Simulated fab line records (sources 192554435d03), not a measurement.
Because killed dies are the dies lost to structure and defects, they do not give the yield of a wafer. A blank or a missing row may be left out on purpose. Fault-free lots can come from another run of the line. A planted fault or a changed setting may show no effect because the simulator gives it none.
fab line records	flow n5-finfet	part 1 of 2: steps 1 to 16 of 26
record: lots: 5	wafers: 15	last-day: 16
route steps=1938 shown BEOL_M10@1498
lots untouched by any fault: they come from a run of this same line in which no faults occurred
start-h: the number of hours between the record's first day and the start of the first shown wafer of the lot	wait-h: hours since the lot's step before	" unchanged from the row above	L1.1+2: a row that stands for several wafers	- no value present, or no start provided	* or withheld: withheld	< > ~ a bound
route shown NAME@n: names a module that has steps shown in the file, with the first one's number in the route	usual: mean/standard deviation of fault-free wafers	same: alike in all rows	chamber/n: place in a boat	sites: readings site by site	_std_site: their standard deviation	_edge_site: mean of outer sites minus mean of inner sites	radius-mm: how far each site lies from the wafer's centre	mask NAME#n: copy n	behind: the tool/chamber that last shaped the wafer	hold: why the lot went on hold/how many hours it stayed there/how the hold came to an end	device: the transistor (n, p or np) that didn't switch	end of line: the route-end tests of the same wafers	step lacking rows: just its recipe	killed: not the wafer's yield, but the dies lost to structure and defects at the first sort	map: per-die view of a wafer (x killed, . not killed, _ where there is no die)
set.NAME: the setting as run; set.NAME@STEP: as run at that earlier step	model.NAME: the simulator's own value behind a step, which no gauge read
a table for each step, a row for each wafer; lots at some steps of the route
services: from which hour (start-h, from the record's first day; less than 0 if before it) a tool's chamber was out of use, for how many hours, and why
== steps ==
step: N5_BEOL_M10_SOFTBAKE_23
recipe: temp-c: 110	time-s: 60	resist: CAR-ArF
usual: chill-plate-temp-C: 23.01/0.11
lot.wafer	tool	chamber	start-h	wait-h	chill-plate-temp-C
L077.1	litho-track-05	0	-	-	23.08
L077.4	"	0	"	"	23.01
L077.5	"	0	"	"	23.05
L079.2	litho-track-05	0	-	-	22.98
L079.3	"	0	"	"	23.18
L079.5	"	0	"	"	23.09
L076.4	litho-track-03	0	-	-	22.84
L076.5	"	0	"	"	23.06
L076.6	"	0	"	"	22.93
L086.2	litho-track-02	0	-	-	22.86
L086.5	"	0	"	"	22.98
L086.6	"	0	"	"	22.94
L093.2	litho-track-05	0	-	-	22.93
L093.5	"	0	"	"	22.94
L093.6	"	0	"	"	22.77
step: N5_BEOL_M10_EXPOSE_25
recipe: mask-id: V9	na: 1.35	source-shape: annular	sigma-inner: 0.5	sigma-outer: 0.8	polarization: unpolarized	dose-mj: 85.5
lot.wafer	tool	chamber	start-h	wait-h	mask
L077.1+4+5	arfi-scanner-03	0	233.63	-	V9#0
L079.2+3+5	arfi-scanner-02	0	240.87	-	V9#0
L076.4+5+6	arfi-scanner-03	0	245.73	-	V9#0
L086.2+5+6	arfi-scanner-03	0	298.85	-	V9#0
L093.2+5+6	arfi-scanner-01	0	324.56	-	V9#0
step: N5_BEOL_M10_PEB_26
recipe: peb-temp-c: withheld	peb-time-s: 60	resist: CAR-ArF
usual: chill-plate-temp-C: 22.98/0.11
lot.wafer	tool	chamber	start-h	wait-h	chill-plate-temp-C
L077.1	litho-track-03	0	233.70	0.1	23.14
L077.4	"	0	"	"	23.02
L077.5	"	0	"	"	23.01
L079.2	litho-track-03	0	240.93	0.1	23.07
L079.3	"	0	"	"	23.04
L079.5	"	0	"	"	22.93
L076.4	litho-track-05	0	245.77	0.0	22.78
L076.5	"	0	"	"	22.90
L076.6	"	0	"	"	22.87
L086.2	litho-track-05	0	298.91	0.1	22.75
L086.5	"	0	"	"	22.99
L086.6	"	0	"	"	22.95
L093.2	litho-track-05	0	324.62	0.1	23.05
L093.5	"	0	"	"	23.11
L093.6	"	0	"	"	22.93
step: N5_BEOL_M10_DEVELOP_27
recipe: develop-time-s: 30	developer: TMAH	resist: CAR-ArF	rinse-liquid: diw	dry: air-spin	dev-temp-c: 23
usual: chill-plate-temp-C: 22.99/0.093
lot.wafer	tool	chamber	start-h	wait-h	chill-plate-temp-C
L077.1	litho-track-03	0	-	-	22.96
L077.4	"	0	"	"	22.93
L077.5	"	0	"	"	23.07
L079.2	litho-track-03	0	-	-	22.92
L079.3	"	0	"	"	22.75
L079.5	"	0	"	"	22.94
L076.4	litho-track-05	0	-	-	23.03
L076.5	"	0	"	"	23.07
L076.6	"	0	"	"	22.99
L086.2	litho-track-05	0	-	-	23.08
L086.5	"	0	"	"	22.90
L086.6	"	0	"	"	22.95
L093.2	litho-track-05	0	-	-	23.03
L093.5	"	0	"	"	22.92
L093.6	"	0	"	"	22.89
step: N5_BEOL_M10_CD_MEAS_28
recipe: target-cd-nm: 70	landing-energy-ev: 500	detector: se-inlens	polarity: opening
usual: cd-nm: 69.3/0.7
lot.wafer	tool	chamber	start-h	wait-h	cd-nm
L077.1	cd-sem-01	0	233.77	-	69.0
L077.4	"	0	"	"	68.8
L077.5	"	0	"	"	69.2
L079.2	cd-sem-02	0	240.99	-	68.9
L079.3	"	0	"	"	70.0
L079.5	"	0	"	"	70.2
L076.4	cd-sem-03	0	245.84	-	70.0
L076.5	"	0	"	"	70.3
L076.6	"	0	"	"	70.8
L086.2	cd-sem-03	0	298.97	-	69.5
L086.5	"	0	"	"	69.7
L086.6	"	0	"	"	70.2
L093.2	cd-sem-02	0	324.68	-	69.3
L093.5	"	0	"	"	68.9
L093.6	"	0	"	"	68.8
step: N5_BEOL_M10_OVL_MEAS_29
recipe: points-per-wafer: 44
usual: V9_OVL: -0.2/0.6
lot.wafer	tool	chamber	start-h	wait-h	V9_OVL[nm]
L077.1	overlay-02	0	233.80	0.0	-0.7
L077.4	"	0	"	"	-0.4
L077.5	"	0	"	"	-0.7
L079.2	overlay-02	0	241.02	0.0	-0.3
L079.3	"	0	"	"	0.8
L079.5	"	0	"	"	0.1
L076.4	overlay-01	0	245.87	0.0	-0.9
L076.5	"	0	"	"	-0.1
L076.6	"	0	"	"	-0.8
L086.2	overlay-02	0	299.00	0.0	0.2
L086.5	"	0	"	"	-0.2
L086.6	"	0	"	"	-0.9
L093.2	overlay-01	0	324.71	0.0	-1.1
L093.5	"	0	"	"	0.2
L093.6	"	0	"	"	0.0
step: N5_BEOL_M10_INSPECT_30
recipe: mode: adi	inspect-instrument: brightfield
usual: raw-defect-count: 419/110
lot.wafer	tool	chamber	start-h	wait-h	raw-defect-count
L077.1	defect-inspect-02	-	233.82	0.0	502
L077.4	"	-	"	"	348
L077.5	"	-	"	"	354
L079.2	defect-inspect-01	-	241.05	0.0	311
L079.3	"	-	"	"	299
L079.5	"	-	"	"	475
L076.4	defect-inspect-01	-	245.89	0.0	333
L076.5	"	-	"	"	344
L076.6	"	-	"	"	372
L086.2	defect-inspect-02	-	299.03	0.0	481
L086.5	"	-	"	"	504
L086.6	"	-	"	"	349
L093.2	defect-inspect-02	-	324.74	0.0	741
L093.5	"	-	"	"	515
L093.6	"	-	"	"	550
step: N5_BEOL_M10_DESCUM_33
recipe: chemistry: O2	time-s: 7.9	source-power-w: 50	bias-power-w: 20	pressure-mtorr: 20	rf-frequency-hz: 2.712e+07	temp-c: 40	resist: CAR-ArF	o2-flow-sccm: 225
usual: bias-power-w: 20.00/0.055	drypump-motor-current-A: 5.7/0.41	oes-product-au: 0.80/0.083	rf-vpp-V: 243.4/1.3	showerhead-plenum-p-Torr: 2.11/0.068	temp-c: 40.02/0.12	throttle-valve-pct: 20.37/0.25
lot.wafer	tool	chamber	start-h	wait-h	bias-power-w	drypump-motor-current-A	oes-product-au	rf-hours-counter-h	rf-vpp-V	showerhead-plenum-p-Torr	temp-c	throttle-valve-pct
L077.1	rie-diel-01	0	233.85	0.0	20.05	5.1	0.81	90	242.3	2.05	40.02	20.25
L077.4	"	3	"	"	19.94	5.2	0.83	70	241.3	2.05	40.04	20.58
L077.5	"	0	"	"	19.93	5.0	0.81	-	242.9	2.05	39.79	20.26
L079.2	rie-diel-05	1	241.50	0.4	19.95	5.5	0.72	218	242.7	2.05	39.82	20.76
L079.3	"	2	"	"	19.96	6.2	0.68	247	244.1	2.13	40.20	20.48
L079.5	"	0	"	"	19.97	5.5	0.81	-	245.4	2.21	40.11	20.16
L076.4	rie-diel-01	1	247.26	1.4	20.06	5.5	0.87	-	245.7	2.11	39.85	19.95
L076.5	"	0	"	"	20.01	5.1	0.80	-	242.8	2.05	39.88	20.26
L076.6	"	3	"	"	20.00	5.2	0.84	-	241.6	2.04	39.88	20.58
L086.2	rie-diel-05	0	299.15	0.1	19.98	5.5	0.77	112	243.5	2.20	40.10	20.18
L086.5	"	3	"	"	20.13	5.6	0.69	-	244.7	2.06	40.14	20.56
L086.6	"	2	"	"	19.97	6.2	0.95	-	242.6	2.12	40.01	20.11
L093.2	rie-diel-03	2	324.77	0.0	20.09	5.9	0.80	90	241.9	2.03	40.01	20.53
L093.5	"	2	"	"	19.99	5.9	0.81	-	243.1	2.04	39.96	20.52
L093.6	"	3	"	"	19.93	5.6	0.78	-	245.3	2.17	40.04	20.48
step: N5_BEOL_M10_ETCH_65
recipe: chemistry: CF4	target: SiARC	target-depth-a: 390	mask-material: CAR-ArF	time-s: 65	ion-energy-ev: 80	pressure-mtorr: 40	source-w: 545	bias-w: 36	Ar_flow_sccm: 100	cf4-flow-sccm: 100	ends: cleared
usual: cf4-flow-sccm: 100.0/0.31	drypump-motor-current-A: 5.7/0.41	etch-rf-on-time-s: 64.7/1.5	mfc-ar-sccm: 99.97/0.29	oes-product-au: 0.68/0.068	rf-vpp-V: 184.3/1.1	showerhead-plenum-p-Torr: 2.15/0.061	throttle-valve-pct: 15.6/0.31
lot.wafer	tool	chamber	start-h	wait-h	cf4-flow-sccm	drypump-motor-current-A	etch-rf-on-time-s	mfc-ar-sccm	oes-product-au	rf-hours-counter-h	rf-vpp-V	showerhead-plenum-p-Torr	throttle-valve-pct
L077.1	rie-diel-01	0	233.89	0.0	99.9	5.0	63.5	99.55	0.69	90	182.7	2.09	15.4
L077.4	"	3	"	"	99.7	5.2	64.2	99.88	0.70	71	183.6	2.08	15.6
L077.5	"	0	"	"	99.7	5.1	63.4	99.83	0.68	-	184.6	2.09	15.4
L079.2	rie-diel-05	1	241.53	0.0	99.4	5.5	65.0	99.94	0.62	218	185.0	2.13	16.2
L079.3	"	3	"	"	100.1	5.6	64.4	99.59	0.61	213	184.2	2.13	15.8
L079.5	"	1	"	"	99.6	5.5	65.3	99.73	0.61	-	185.0	2.13	16.2
L076.4	rie-diel-01	1	247.30	0.0	99.8	5.5	60.8	100.23	0.75	-	183.2	2.17	15.3
L076.5	"	0	"	"	100.3	5.1	62.5	100.08	0.70	-	183.1	2.09	15.4
L076.6	"	3	"	"	100.3	5.2	62.9	100.27	0.71	-	182.8	2.07	15.6
L086.2	rie-diel-05	0	299.19	0.0	100.2	5.6	65.7	99.94	0.65	112	185.5	2.22	15.3
L086.5	"	3	"	"	100.2	5.6	64.4	99.71	0.59	-	184.8	2.12	15.8
L086.6	"	2	"	"	100.2	6.2	65.5	100.25	0.80	-	185.6	2.17	15.3
L093.2	rie-diel-03	2	324.81	0.0	100.6	5.9	62.9	100.26	0.69	90	182.4	2.08	15.6
L093.5	"	2	"	"	100.2	5.9	62.8	99.86	0.70	-	182.9	2.07	15.6
L093.6	"	3	"	"	100.4	5.6	64.5	99.71	0.66	-	183.5	2.23	15.7
step: N5_BEOL_M10_ETCH_66
recipe: chemistry: N2/H2	target: SOC	target-depth-a: 1200	overetch-a: 240	mask-material: SiARC	temp-c: 40	time-s: 180	ion-energy-ev: 200	pressure-mtorr: 30	source-w: 840	bias-w: 150	n2-flow-sccm: 200	h2-flow-sccm: 200
usual: drypump-motor-current-A: 5.7/0.41	oes-product-au: 0.64/0.062	rf-vpp-V: 524.3/2.6	showerhead-plenum-p-Torr: 2.56/0.085	temp-c: 40.00/0.12	throttle-valve-pct: 17.77/0.28
lot.wafer	tool	chamber	start-h	wait-h	drypump-motor-current-A	oes-product-au	rf-hours-counter-h	rf-vpp-V	showerhead-plenum-p-Torr	temp-c	throttle-valve-pct
L077.1	rie-diel-01	0	233.94	0.0	5.1	0.64	90	520.9	2.46	40.26	17.47
L077.4	"	3	"	"	5.2	0.66	71	522.6	2.47	39.88	17.78
L077.5	"	0	"	"	5.1	0.63	-	520.8	2.46	40.11	17.48
L079.2	rie-diel-05	1	241.58	0.0	5.5	0.58	218	523.0	2.51	40.17	18.21
L079.3	"	3	"	"	5.6	0.57	213	522.6	2.52	39.90	17.98
L079.5	"	1	"	"	5.5	0.58	-	523.9	2.51	40.02	18.20
L076.4	rie-diel-01	1	247.39	0.1	5.6	0.68	-	525.2	2.58	40.01	17.54
L076.5	"	0	"	"	5.1	0.64	-	521.0	2.46	39.99	17.49
L076.6	"	3	"	"	5.2	0.66	-	521.4	2.47	40.05	17.80
L086.2	rie-diel-05	0	299.24	0.0	5.5	0.63	112	526.9	2.65	40.15	17.42
L086.5	"	3	"	"	5.6	0.56	-	522.2	2.51	39.87	18.03
L086.6	"	2	"	"	6.2	0.75	-	525.3	2.62	39.93	17.74
L093.2	rie-diel-03	2	324.86	0.0	5.9	0.65	90	523.7	2.45	39.88	17.75
L093.5	"	2	"	"	5.9	0.65	-	521.3	2.45	40.00	17.74
L093.6	"	3	"	"	5.6	0.62	-	527.2	2.66	39.83	18.00
step: N5_BEOL_M10_STRIP_69
recipe: chemistry: N2/H2	temp-c: 40	n2-flow-sccm: 200	h2-flow-sccm: 200	rf-frequency-hz: 6e+07
lot.wafer	tool	chamber	start-h	wait-h
L077.1+4+5	rie-diel-01	0,3,0	234.05	0.1
L079.2+3+5	rie-diel-05	1,3,1	241.70	0.1
L076.4+5+6	rie-diel-01	1,0,3	247.45	0.0
L086.2+5+6	rie-diel-05	0,3,2	299.35	0.1
L093.2+5+6	rie-diel-03	2,2,3	324.97	0.1
step: N5_BEOL_M10_VIA_ETCH_34
recipe: chemistry: C4F6/O2	target: SiCOH_lowk	target-depth-a: 1845	mask-material: SOC	taper-deg: 4	time-s: 69.2	ion-energy-ev: 250	pressure-mtorr: 30	source-w: 345	bias-w: 185	Ar_flow_sccm: 300	C4F6_flow_sccm: 10	O2_flow_sccm: 10
usual: drypump-motor-current-A: 5.7/0.4	mfc-ar-sccm: 300.0/0.98	oes_o_777_au: 0.79/0.079	oes-product-au: 0.80/0.081	rf-vpp-V: 670/11	showerhead-plenum-p-Torr: 2.86/0.084	throttle-valve-pct: 20.8/0.33
lot.wafer	tool	chamber	start-h	wait-h	drypump-motor-current-A	mfc-ar-sccm	oes_o_777_au	oes-product-au	rf-hours-counter-h	rf-vpp-V	showerhead-plenum-p-Torr	throttle-valve-pct
L077.1	rie-diel-01	0	234.06	0.0	5.1	299.9	0.80	0.80	90	671	2.77	20.6
L077.4	"	3	"	"	5.2	300.6	0.81	0.82	71	680	2.77	21.0
L077.5	"	0	"	"	5.1	298.5	0.80	0.81	-	671	2.77	20.6
L079.2	rie-diel-05	1	241.71	0.0	5.5	299.3	0.70	0.71	218	665	2.83	21.5
L079.3	"	3	"	"	5.5	300.2	0.72	0.70	213	650	2.84	21.1
L079.5	"	1	"	"	5.5	299.8	0.70	0.72	-	663	2.83	21.5
L076.4	rie-diel-01	1	247.48	0.0	5.6	301.0	0.88	0.87	-	663	2.87	20.5
L076.5	"	0	"	"	5.1	301.1	0.80	0.79	-	671	2.76	20.6
L076.6	"	3	"	"	5.2	300.2	0.80	0.82	-	679	2.77	21.0
L086.2	rie-diel-05	0	299.36	0.0	5.5	298.9	0.77	0.76	112	676	2.95	20.5
L086.5	"	3	"	"	5.6	299.9	0.70	0.70	-	650	2.83	21.2
L086.6	"	2	"	"	6.2	300.4	0.89	0.93	-	667	2.90	20.7
L093.2	rie-diel-03	2	324.98	0.0	5.9	298.9	0.80	0.80	90	686	2.75	20.9
L093.5	"	2	"	"	5.9	299.3	0.79	0.82	-	685	2.75	20.9
L093.6	"	3	"	"	5.6	302.4	0.75	0.78	-	676	2.96	21.0
step: N5_BEOL_M10_STRIP_73
recipe: chemistry: C4F6/O2	resist: SiARC	rf-frequency-hz: 6e+07
lot.wafer	tool	chamber	start-h	wait-h
L077.1+4+5	rie-diel-01	0,3,0	234.11	0.0
L079.2+3+5	rie-diel-05	1,3,1	241.76	0.0
L076.4+5+6	rie-diel-01	1,0,3	247.51	0.0
L086.2+5+6	rie-diel-05	0,3,2	299.41	0.0
L093.2+5+6	rie-diel-03	2,2,3	325.03	0.0
step: N5_BEOL_M10_STRIP_36
recipe: chemistry: N2/H2	power-w: 450	temp-c: 40	pressure-mtorr: 20	rf-frequency-hz: 6e+07	overash-fraction: 0.3	bias-power-w: 7	h2-frac: 0.5	n2-flow-sccm: 200	h2-flow-sccm: 200
usual: bias-power-w: 6.999/0.022	drypump-motor-current-A: 5.7/0.41	oes-product-au: 0.80/0.083	rf-vpp-V: 59.5/1.9	showerhead-plenum-p-Torr: 2.55/0.086	temp-c: 40.00/0.13	throttle-valve-pct: 23.6/0.3
lot.wafer	tool	chamber	start-h	wait-h	bias-power-w	drypump-motor-current-A	oes-product-au	rf-hours-counter-h	rf-vpp-V	showerhead-plenum-p-Torr	temp-c	throttle-valve-pct
L077.1	rie-diel-01	0	234.12	0.0	6.967	5.1	0.82	90	58.7	2.46	40.04	23.2
L077.4	"	3	"	"	6.956	5.2	0.84	71	56.2	2.46	39.99	23.5
L077.5	"	0	"	"	6.973	5.1	0.81	-	58.5	2.46	40.17	23.2
L079.2	rie-diel-05	1	241.77	0.0	6.984	5.5	0.72	218	59.0	2.50	39.90	23.9
L079.3	"	3	"	"	6.994	5.5	0.70	213	58.8	2.51	39.92	23.8
L079.5	"	1	"	"	6.973	5.5	0.72	-	62.2	2.50	39.91	23.9
L076.4	rie-diel-01	1	247.53	0.0	7.002	5.6	0.85	-	62.2	2.58	39.93	23.5
L076.5	"	0	"	"	7.005	5.1	0.82	-	58.4	2.46	39.68	23.2
L076.6	"	3	"	"	7.019	5.2	0.83	-	59.2	2.46	39.89	23.5
L086.2	rie-diel-05	0	299.42	0.0	6.959	5.5	0.79	112	62.5	2.65	39.98	23.1
L086.5	"	3	"	"	7.006	5.6	0.68	-	61.6	2.50	40.03	23.9
L086.6	"	2	"	"	7.016	6.1	0.94	-	60.4	2.61	40.14	23.6
L093.2	rie-diel-03	2	325.04	0.0	7.003	5.9	0.81	90	58.7	2.45	40.04	23.6
L093.5	"	2	"	"	7.041	5.9	0.82	-	57.0	2.45	39.87	23.6
L093.6	"	3	"	"	6.981	5.6	0.78	-	58.5	2.65	39.90	23.9
step: N5_BEOL_M10_TRENCH_ETCH_37
recipe: chemistry: C4F6/O2	target-depth-a: 1488.3	target: SiCOH_lowk	time-s: 48	ion-energy-ev: 250	pressure-mtorr: 30	source-w: 345	bias-w: 185	Ar_flow_sccm: 300	C4F6_flow_sccm: 10	O2_flow_sccm: 10
usual: drypump-motor-current-A: 5.7/0.41	mfc-ar-sccm: 300.0/0.93	oes_o_777_au: 0.79/0.079	oes-product-au: 0.80/0.081	rf-vpp-V: 670/11	showerhead-plenum-p-Torr: 2.86/0.084	throttle-valve-pct: 20.9/0.33
lot.wafer	tool	chamber	start-h	wait-h	drypump-motor-current-A	mfc-ar-sccm	oes_o_777_au	oes-product-au	rf-hours-counter-h	rf-vpp-V	showerhead-plenum-p-Torr	throttle-valve-pct
L077.1	rie-diel-01	0	-	-	5.1	299.7	0.81	0.81	90	671	2.77	20.6
L077.4	"	3	"	"	5.2	299.8	0.81	0.83	71	680	2.77	21.0
L077.5	"	0	"	"	5.1	299.8	0.80	0.80	-	671	2.77	20.6
L079.2	rie-diel-05	1	-	-	5.5	299.8	0.70	0.72	218	663	2.83	21.5
L079.3	"	3	"	"	5.6	300.8	0.72	0.72	213	652	2.84	21.2
L079.5	"	1	"	"	5.5	299.3	0.69	0.72	-	664	2.83	21.5
L076.4	rie-diel-01	1	-	-	5.6	301.6	0.88	0.88	-	662	2.87	20.5
L076.5	"	0	"	"	5.1	301.1	0.80	0.80	-	670	2.76	20.6
L076.6	"	3	"	"	5.2	298.8	0.80	0.83	-	679	2.77	21.0
L086.2	rie-diel-05	0	-	-	5.5	300.4	0.77	0.76	112	676	2.95	20.5
L086.5	"	3	"	"	5.6	300.2	0.69	0.70	-	650	2.83	21.2
L086.6	"	2	"	"	6.2	300.5	0.89	0.93	-	666	2.90	20.7
L093.2	rie-diel-03	2	-	-	5.9	300.1	0.79	0.81	90	687	2.75	20.9
L093.5	"	2	"	"	5.9	300.3	0.80	0.82	-	687	2.75	20.9
L093.6	"	3	"	"	5.7	298.7	0.75	0.77	-	676	2.96	21.0
step: N5_BEOL_M10_ETCH_41
recipe: chemistry: CH3F/O2	target: SiCN	target-depth-a: 426	taper-deg: 2	time-s: 86	ion-energy-ev: 120	mask-material: TiN	pressure-mtorr: 30	source-w: 395	bias-w: 75	Ar_flow_sccm: 150	CH3F_flow_sccm: 30	O2_flow_sccm: 20
usual: drypump-motor-current-A: 5.7/0.41	mfc-ar-sccm: 150.0/0.49	oes-product-au: 0.80/0.081	rf-vpp-V: 297.6/1.5	showerhead-plenum-p-Torr: 2.01/0.061	throttle-valve-pct: 16.3/0.31
lot.wafer	tool	chamber	start-h	wait-h	drypump-motor-current-A	mfc-ar-sccm	oes-product-au	rf-hours-counter-h	rf-vpp-V	showerhead-plenum-p-Torr	throttle-valve-pct
L077.1	rie-diel-01	0	-	-	5.1	149.2	0.81	90	297.0	1.94	16.1
L077.4	"	3	"	"	5.2	150.4	0.84	71	295.6	1.95	16.4
L077.5	"	0	"	"	5.1	149.7	0.81	-	296.0	1.94	16.1
L079.2	rie-diel-05	1	-	-	5.5	150.2	0.73	218	296.9	1.99	16.9
L079.3	"	3	"	"	5.6	150.0	0.71	213	296.8	2.00	16.5
L079.5	"	1	"	"	5.5	150.2	0.73	-	298.0	1.99	16.9
L076.4	rie-diel-01	1	-	-	5.5	149.4	0.87	-	299.2	2.02	15.9
L076.5	"	0	"	"	5.1	149.9	0.80	-	296.2	1.94	16.1
L076.6	"	3	"	"	5.2	150.2	0.83	-	296.9	1.95	16.4
L086.2	rie-diel-05	0	-	-	5.5	149.4	0.77	112	299.8	2.08	16.0
L086.5	"	3	"	"	5.6	149.9	0.69	-	296.5	1.99	16.6
L086.6	"	2	"	"	6.2	150.8	0.93	-	296.4	2.04	16.1
L093.2	rie-diel-03	2	-	-	5.9	149.8	0.82	90	295.8	1.93	16.3
L093.5	"	2	"	"	5.9	149.1	0.81	-	295.5	1.93	16.3
L093.6	"	3	"	"	5.6	150.0	0.77	-	298.2	2.08	16.4
